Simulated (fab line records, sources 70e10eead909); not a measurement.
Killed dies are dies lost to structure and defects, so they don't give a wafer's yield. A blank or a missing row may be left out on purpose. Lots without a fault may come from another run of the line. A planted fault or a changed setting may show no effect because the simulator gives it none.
A struck lot beside a sound one | flow nand_harc | 26 steps out of a route of 1302
Sound: wafers L577.2, L577.3, L577.4. Struck: wafers L589.1, L589.2, L589.6. The cause comes at the end.
At each step with rows: each side's tool, then ch and its chambers, then its first start. Under that, the readings that differ: sound wafers | struck wafers | difference of the means | sigmas: that difference in standard deviations of wafers without a fault.
alike: readings whose means differ by less than 2 such deviations, and words and numbers that are the same on both sides. not compared: withheld readings, readings that some wafer has no value for, bounds like >300 that may hide the same value, and numbers for which the record gives no deviation and whose values overlap.
The two part at a step that has a row with sigmas, a row that says differs or no value, or rows on one side only. Numbers that don't overlap but have no deviation are shown without sigmas and don't part them. A reading that every wafer of one side lacks parts them only if that side has two wafers or more.

first, 4 steps without rows for these wafers: NHARC_P_GATE_PRECLEAN_71 (cleans in SC1); NHARC_P_GATE_SRD_72; NHARC_P_GATE_OXIDE_16 (material SiO2, target thk 3 nm, ox time 392 s); NHARC_P_GATE_CVD_17 (deposits poly-Si, target thk 150 nm, time 900 s).
NHARC_P_GATE_HM_DEP_102: deposits aC, target thk 120 nm.
  sound on acl_dep-03 ch 0, day 5 21:59; struck on acl_dep-03 ch 0, day 10 05:00
  alike: throttle_valve_pct
NHARC_P_GATE_DEP_103: deposits SiON, target thk 30 nm.
  sound on pecvd-04 ch 0,1,2, day 5 22:32; struck on pecvd-03 ch 0,1,2, day 10 05:42
  alike: heater_power_w
then, 6 steps without rows for these wafers: NHARC_P_GATE_DEHYDRATE_18 (time 120 s); NHARC_P_GATE_HMDS_19 (time 30 s); NHARC_P_GATE_COAT_20 (resist thk 90 nm); NHARC_P_GATE_SOFTBAKE_21 (time 55 s); NHARC_P_GATE_EBR_22; NHARC_P_GATE_EXPOSE_23 (exposes mask P GATE, target cd 120 nm).
NHARC_P_GATE_PEB_24: peb time 65 s.
  sound on litho_track-06 ch 0, day 5 23:01; struck on litho_track-06 ch 0, day 10 06:17
  reading                  | sound             | struck               | difference | sigmas
  heater_power_total_W (W) | 156.1 156.1 156.2 | 170.4 170.9 170.8    | +14.6      | +33
  plate_temp_C (C)         | 99.93 99.84 99.88 | 106.60 106.56 106.40 | +6.64      | +47
  alike: exhaust_pa
then, 1 step without rows for these wafers: NHARC_P_GATE_DEVELOP_25 (develop time 35 s).
NHARC_P_GATE_CD_MEAS_26: target cd 120 nm.
  sound on cd_sem-03 ch 0, day 5 23:05; struck on cd_sem-03 ch 0, day 10 06:22
  reading    | sound             | struck           | difference | sigmas
  cd_nm (nm) | 120.1 119.4 119.6 | 100.0 100.8 99.6 | -19.6      | -26
NHARC_P_GATE_OVL_MEAS_27:
  sound on overlay-01, day 5 23:11; struck on overlay-02, day 10 06:28
  reading           | sound       | struck         | difference | sigmas
  overlay_y_nm (nm) | 2.0 2.6 2.1 | -0.2 -0.2 -0.3 | -2.5       | -3
  alike: overlay_x_nm
NHARC_P_GATE_INSPECT_28:
  sound on defect_inspect-01, day 5 23:13; struck on defect_inspect-02, day 10 06:30
  alike: raw_defect_count
NHARC_P_GATE_DESCUM_31: chemistry O2, time 3 s.
  sound on rie_diel-05 ch 0,1,3, day 5 23:17; struck on rie_diel-09 ch 1,3, day 10 06:34
  reading                 | sound             | struck            | difference | sigmas
  model.P_GATE.cd_nm (nm) | 119.6 120.2 119.6 | 100.5 101.9 99.74 | -19.1      |
  alike: drypump_motor_current_A, oes_product_au, rf_vpp_V, showerhead_plenum_p_Torr, throttle_valve_pct
  not compared: rf_hours_counter_h
NHARC_P_GATE_ETCH_104: etches the open film in CF4/CHF3, target depth 60 nm.
  sound on rie_diel-05 ch 1,2,3, day 5 23:22; struck on rie_diel-09 ch 0,1,2, day 10 06:38
  alike: cf4_flow_sccm, drypump_motor_current_A, oes_product_au, rf_vpp_V, showerhead_plenum_p_Torr, throttle_valve_pct
NHARC_P_GATE_HM_OPEN_105: chemistry O2/COS, target depth 360 nm.
  sound on rie_diel-05 ch 0,2,3; struck on rie_diel-09 ch 0,2,3
  reading      | sound             | struck            | difference | sigmas
  rf_vpp_V (V) | 463.7 464.3 464.0 | 470.6 468.4 465.7 | +4.2       | +2
  alike: cos_flow_sccm, drypump_motor_current_A, oes_product_au, showerhead_plenum_p_Torr, throttle_valve_pct
  not compared: rf_hours_counter_h
then, 1 step without rows for these wafers: NHARC_P_GATE_STRIP_106 (strips in O2/COS).
NHARC_P_GATE_ETCH_114: etches the open film in CF4/O2, target depth 30 nm, overetch 3 nm, time 16.5 s.
  sound on rie_diel-05 ch 1,2,3; struck on rie_diel-09 ch 0,1,2
  alike: cf4_flow_sccm, drypump_motor_current_A, oes_f_703_au, oes_product_au, rf_vpp_V, showerhead_plenum_p_Torr, throttle_valve_pct
  not compared: rf_hours_counter_h
NHARC_P_GATE_ETCH_32: etches the open film in HBr/Cl2, target depth 150 nm, time 100.1 s.
  sound on rie_si-02 ch 0,1,2, day 5 23:45; struck on rie_si-05 ch 0,2,3, day 10 07:01
  reading                 | sound             | struck            | difference | sigmas
  model.P_GATE.cd_nm (nm) | 120.3 122.5 119.8 | 99.65 97.85 99.92 | -21.73     |
  alike: drypump_motor_current_A, hbr_flow_sccm, oes_product_au, throttle_valve_pct
  not compared: rf_hours_counter_h
then, 1 step without rows for these wafers: NHARC_P_GATE_STRIP_108 (strips in O2).
NHARC_P_GATE_CD_MEAS_33:
  sound on cd_sem-03, day 6 00:05; struck on cd_sem-02, day 10 07:21
  reading    | sound             | struck           | difference | sigmas
  cd_nm (nm) | 120.1 121.5 120.7 | 100.0 96.7 100.6 | -21.7      | -9
then, 1 step without rows for these wafers: NHARC_P_GATE_STRIP_35 (strips in SPM, time 600 s).

WHERE THEY PART
First at NHARC_P_GATE_PEB_24; last, within this record, at NHARC_P_GATE_CD_MEAS_33.

WHY: what the simulator had put in
Process parameter drift: litho_track-06, from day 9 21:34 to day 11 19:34, at NHARC_P_GATE_PEB_24. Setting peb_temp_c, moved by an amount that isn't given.
